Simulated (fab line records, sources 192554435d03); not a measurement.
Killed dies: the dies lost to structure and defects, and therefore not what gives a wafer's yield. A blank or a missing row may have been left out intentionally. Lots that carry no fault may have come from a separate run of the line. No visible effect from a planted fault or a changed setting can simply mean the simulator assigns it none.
Matching of chambers -- flow n5Finfet -- rieDiel-05 running N5_SD_EPI_P_DESCUM_14: 4 sister chambers
The step chemistry O2, time 7.9 s. 16 wafers are shown with their chamber, then 7 later ones without.

== EACH WAFER AND ITS CHAMBER ==
wafer,chamber,drypumpMotorCurrentA (A),throttleValvePct (%),showerheadPlenumPTorr (Torr)
L486.2,1,5.25,20.19,2.13
L486.3,3,5.56,20.65,2.08
L486.5,2,5.56,20.23,2.13
L490.5,0,6.05,20.26,2.19
L490.6,3,5.56,20.66,2.08
L496.1,1,5.24,20.20,2.12
L496.2,0,6.04,20.26,2.19
L496.4,2,5.57,20.27,2.12
L499.1,3,5.54,20.68,2.08
L499.2,2,5.59,20.28,2.12
L499.3,1,5.28,20.23,2.12
L500.1,0,6.03,20.28,2.18
L500.2,3,5.54,20.68,2.08
L500.3,1,5.27,20.21,2.12
L501.1,0,6.04,20.27,2.18
L501.2,2,5.54,20.26,2.12

SIGNATURES (averages over the wafers above)
reading,chamber 0,chamber 1,chamber 2,chamber 3,scatter within a chamber
drypumpMotorCurrentA,6.0400,5.2600,5.5650,5.5500,0.0155
throttleValvePct,20.2675,20.2075,20.2600,20.6675,0.0164
showerheadPlenumPTorr,2.1850,2.1225,2.1225,2.0800,0.00456
Rule: for each reading, subtract the chamber's mean from the wafer's reading, divide by that reading's scatter and square the result; add these up over the readings and take the root, which gives the wafer's distance from the chamber. The wafer belongs to the nearest chamber; if the next one is less than 2 further off, it can't be placed. The scatter: the root of (the sum of the squares of (reading less its chamber's mean) over the shown wafers, divided by (wafers less chambers)).

== WAFERS WITHOUT THEIR CHAMBER ==
wafer,drypumpMotorCurrentA (A),throttleValvePct (%),showerheadPlenumPTorr (Torr)
L501.6,6.03,20.29,2.18
L502.4,6.02,20.29,2.18
L502.5,5.28,20.22,2.12
L502.6,6.03,20.28,2.18
L504.3,5.56,20.31,2.12
L504.4,5.99,20.27,2.18
L504.6,5.55,20.30,2.12

== EACH ONE'S CHAMBER ==
wafer,from the rows above,in truth
L501.6,0,0
L502.4,0,0
L502.5,1,1
L502.6,0,0
L504.3,2,2
L504.4,0,0
L504.6,2,2
Correctly placed: 7 of 7. From these rows, 0 cannot be placed. Placed wrongly: 0.
